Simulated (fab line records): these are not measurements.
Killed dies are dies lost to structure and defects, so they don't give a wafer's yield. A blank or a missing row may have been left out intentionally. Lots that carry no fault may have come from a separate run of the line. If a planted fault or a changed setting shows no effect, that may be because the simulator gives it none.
What tool caused it?	flow n5-finfet	15 lots, 45 wafers sampled, at 4 steps of a route of 1938

## WHAT EACH GAUGE READ, for each wafer
Not one reading of a measure or inspect step in the record can be checked against a usual standard deviation.

## WHICH TOOL RAN EACH LOT (tool, then ch and the chambers of the sampled wafers, then the start)
lot	N5_BEOL_M11_STRIP_77	N5_BEOL_M11_SPUTTER_48	N5_BEOL_M12_EXPOSE_07	N5_BEOL_M12_ETCH_59
L213	rie-diel-01 ch 0,1,3, day 10 19:37 or earlier	pvd-sputter-02, day 10 19:37	krf-scanner-01 ch 0, day 10 21:08	rie-diel-02 ch 0,2,3, day 10 21:32
L212	rie-diel-04 ch 0,2,3, day 10 21:46 or earlier	pvd-sputter-02, day 10 21:46	krf-scanner-02 ch 0, day 10 23:16	rie-diel-05 ch 0,3, day 10 23:32
L215	rie-diel-01 ch 0,1,3, day 11 09:53 or earlier	pvd-sputter-01, day 11 09:53	krf-scanner-02 ch 0, day 11 11:11	rie-diel-06 ch 0,1, day 11 11:28
L216	rie-diel-01 ch 0,1,2, day 11 11:20 or earlier	pvd-sputter-03, day 11 11:20	krf-scanner-01 ch 0, day 11 12:44	rie-diel-05 ch 1,2,3, day 11 13:02
L218	rie-diel-04 ch 2,3, day 12 02:42 or earlier	pvd-sputter-03, day 12 02:42	krf-scanner-02 ch 0, day 12 04:45	rie-diel-06 ch 1,2,3, day 12 05:25
L220	rie-diel-04 ch 0,1, day 13 05:12 or earlier	pvd-sputter-03, day 13 05:12	krf-scanner-01 ch 0, day 13 06:30	rie-diel-05 ch 0,1,2, day 13 06:47
L221	rie-diel-03 ch 0,3, day 13 05:23 or earlier	pvd-sputter-02, day 13 05:23	krf-scanner-01 ch 0, day 13 07:40	rie-diel-05 ch 0,2,3, day 13 08:01
L223	rie-diel-01 ch 0,2,3, day 13 07:58 or earlier	pvd-sputter-01, day 13 07:58	krf-scanner-01 ch 0, day 13 09:22	rie-diel-02 ch 1,2,3, day 13 09:40
L222	rie-diel-04 ch 0,2,3, day 13 17:39 or earlier	pvd-sputter-03, day 13 17:39	krf-scanner-02, day 13 19:34	rie-diel-05 ch 1,2, day 13 19:52
L224	rie-diel-01 ch 0,1, day 14 05:33 or earlier	pvd-sputter-03, day 14 05:33	krf-scanner-01, day 14 07:17	rie-diel-06 ch 2,3, day 14 07:41
L227	rie-diel-04 ch 0,2,3, day 14 23:08 or earlier	pvd-sputter-03, day 14 23:08	krf-scanner-01, day 15 00:50	rie-diel-06 ch 0,1,3, day 15 01:07
L225	rie-diel-04 ch 0,2,3, day 14 23:38 or earlier	pvd-sputter-03, day 14 23:38	krf-scanner-02 ch 0, day 15 01:14	rie-diel-06 ch 0,1,2, day 15 01:32
L232	rie-diel-01 ch 0,1,2, day 16 06:52 or earlier	pvd-sputter-02, day 16 06:52	krf-scanner-02 ch 0, day 16 08:19	rie-diel-05 ch 0,1,2, day 16 08:36
L233	rie-diel-03 ch 0,2,3, day 17 00:21 or earlier	pvd-sputter-02, day 17 00:21	krf-scanner-01 ch 0, day 17 01:48	rie-diel-05 ch 0,1,3, day 17 02:10
L234	rie-diel-01 ch 0,1, day 17 01:11 or earlier	pvd-sputter-01, day 17 01:11	krf-scanner-01 ch 0, day 17 02:38	rie-diel-05 ch 1,2,3, day 17 02:56
- N5_BEOL_M11_STRIP_77: strips in N2/H2, time 10 s.
- N5_BEOL_M11_SPUTTER_48: material Cu, target thk 12 nm, time 2 s.
- N5_BEOL_M12_EXPOSE_07: exposes mask V11.
- N5_BEOL_M12_ETCH_59: etches BARC in N2/H2, target depth 89 nm, overetch 26.7 nm, time 67.9 s.

## WHAT THE TOOLS THEMSELVES READ (means of the sampled wafers that have a number; where no wafer has one, the mark that the record gives instead)
N5_BEOL_M11_STRIP_77. Usual: drypump-motor-current-A 5.8 A, standard deviation 0.6; oes-product-au 0.83 a.u., standard deviation 0.089; rf-vpp-V 59.2 V, standard deviation 0.88; showerhead-plenum-p-Torr 2.53 Torr, standard deviation 0.073; throttle-valve-pct 23.7 %, standard deviation 0.33.
lot	tool	drypump-motor-current-A (A)	oes-product-au (a.u.)	rf-vpp-V (V)	showerhead-plenum-p-Torr (Torr)	throttle-valve-pct (%)	flag
L213	rie-diel-01	5.4	0.81	60.3	2.51	23.6	
L212	rie-diel-04	6.0	0.84	58.8	2.54	24.0	
L215	rie-diel-01	5.4	0.80	58.8	2.51	23.7	
L216	rie-diel-01	5.4	0.83	59.0	2.52	23.6	
L218	rie-diel-04	6.0	0.80	59.1	2.54	24.1	
L220	rie-diel-04	6.0	0.86	58.9	2.58	23.9	
L221	rie-diel-03	5.8	0.73	58.7	2.59	23.3	
L223	rie-diel-01	5.7	0.86	59.5	2.50	23.4	
L222	rie-diel-04	6.0	0.81	59.6	2.54	24.0	
L224	rie-diel-01	4.9	0.79	59.4	2.53	23.6	
L227	rie-diel-04	6.0	0.79	59.4	2.53	24.1	
L225	rie-diel-04	6.1	0.79	59.0	2.53	24.0	
L232	rie-diel-01	5.4	0.89	58.9	2.51	23.4	
L233	rie-diel-03	5.6	0.87	58.8	2.61	23.2	
L234	rie-diel-01	4.9	0.86	58.9	2.52	23.5	

N5_BEOL_M11_SPUTTER_48. Usual: throttle-valve-pct 30.2 %, standard deviation 1.
lot	tool	throttle-valve-pct (%)	flag
L213	pvd-sputter-02	29.7	
L212	pvd-sputter-02	31.0	
L215	pvd-sputter-01	29.4	
L216	pvd-sputter-03	30.3	
L218	pvd-sputter-03	30.2	
L220	pvd-sputter-03	30.1	
L221	pvd-sputter-02	30.8	
L223	pvd-sputter-01	30.3	
L222	pvd-sputter-03	29.7	
L224	pvd-sputter-03	30.6	
L227	pvd-sputter-03	30.0	
L225	pvd-sputter-03	30.4	
L232	pvd-sputter-02	30.5	
L233	pvd-sputter-02	29.4	
L234	pvd-sputter-01	30.4	

N5_BEOL_M12_EXPOSE_07. Usual: exposure-dose-mJ-cm2 32.50, standard deviation 0.031; focus-offset-nm 0.0 nm, standard deviation 0.54.
lot	tool	exposure-dose-mJ-cm2	focus-offset-nm (nm)	flag
L213	krf-scanner-01	32.46	-0.2	
L212	krf-scanner-02	32.49	0.1	
L215	krf-scanner-02	32.50	-0.7	
L216	krf-scanner-01	32.50	-0.0	
L218	krf-scanner-02	32.55	0.1	
L220	krf-scanner-01	32.47	-0.4	
L221	krf-scanner-01	32.48	-0.7	
L223	krf-scanner-01	32.49	-0.1	
L222	krf-scanner-02	-	-	OFF
L224	krf-scanner-01	-	-	OFF
L227	krf-scanner-01	-	-	OFF
L225	krf-scanner-02	32.48	-0.2	
L232	krf-scanner-02	32.48	-0.3	
L233	krf-scanner-01	32.49	0.1	
L234	krf-scanner-01	32.49	0.4	

N5_BEOL_M12_ETCH_59. Usual: drypump-motor-current-A 5.8 A, standard deviation 0.62; oes-product-au 0.69 a.u., standard deviation 0.071; rf-fwd-power-W 833 W, standard deviation 3.3; rf-vpp-V 522.6 V, standard deviation 2.6; showerhead-plenum-p-Torr 2.50 Torr, standard deviation 0.087; throttle-valve-pct 17.8 %, standard deviation 0.34.
lot	tool	drypump-motor-current-A (A)	oes-product-au (a.u.)	rf-fwd-power-W (W)	rf-vpp-V (V)	showerhead-plenum-p-Torr (Torr)	throttle-valve-pct (%)	flag
L213	rie-diel-02	5.8	0.66	834	521.7	2.49	18.0	
L212	rie-diel-05	5.3	0.68	836	520.7	2.46	17.5	
L215	rie-diel-06	5.6	0.72	830	525.2	2.59	17.7	
L216	rie-diel-05	6.0	0.67	835	522.6	2.48	17.7	
L218	rie-diel-06	6.2	0.70	829	525.1	2.60	17.8	
L220	rie-diel-05	6.3	0.65	834	522.0	2.47	17.9	
L221	rie-diel-05	5.8	0.63	835	522.6	2.47	17.8	
L223	rie-diel-02	5.9	0.71	835	521.4	2.47	17.7	
L222	rie-diel-05	6.5	0.67	835	522.5	2.47	17.8	
L224	rie-diel-06	6.4	0.64	831	524.2	2.58	18.1	
L227	rie-diel-06	5.8	0.71	829	526.9	2.67	17.9	
L225	rie-diel-06	5.7	0.75	832	526.3	2.62	17.7	
L232	rie-diel-05	6.3	0.71	832	521.2	2.46	17.7	
L233	rie-diel-05	5.8	0.65	836	521.5	2.44	17.7	
L234	rie-diel-05	6.0	0.71	835	521.9	2.46	17.6	

## THE ANSWER, worked out from the rows above alone
Rule: a lot counts as off when the mean over its wafers that have a number is more than 3 standard deviations away from the usual mean. A lot without any number at a reading at which 4 lots or more have one is off too. Where the step has rows for the other lots, those lots are counted as sound. Order of review: gauges by route order, followed by the tools' own readings, for which a lot's mean as printed above is used. The first step at which some lot is off is used, and at that step the reading that is off furthest; a lot without a number counts as furthest.
Off: L222, L224, L227, at N5_BEOL_M12_EXPOSE_07 (exposure-dose-mJ-cm2). Without a number there: L222, L224, L227.
If a tool, at that step or one of the process steps before it, ran each lot that is off and ran no sound lot following the first of them, it fits. With no start given for some of its lots, N5_BEOL_M11_STRIP_77 uses the hours and lot order of N5_BEOL_M11_SPUTTER_48. Of those tried, none fits.

## WHAT HAD BEEN PUT IN BY THE SIMULATOR
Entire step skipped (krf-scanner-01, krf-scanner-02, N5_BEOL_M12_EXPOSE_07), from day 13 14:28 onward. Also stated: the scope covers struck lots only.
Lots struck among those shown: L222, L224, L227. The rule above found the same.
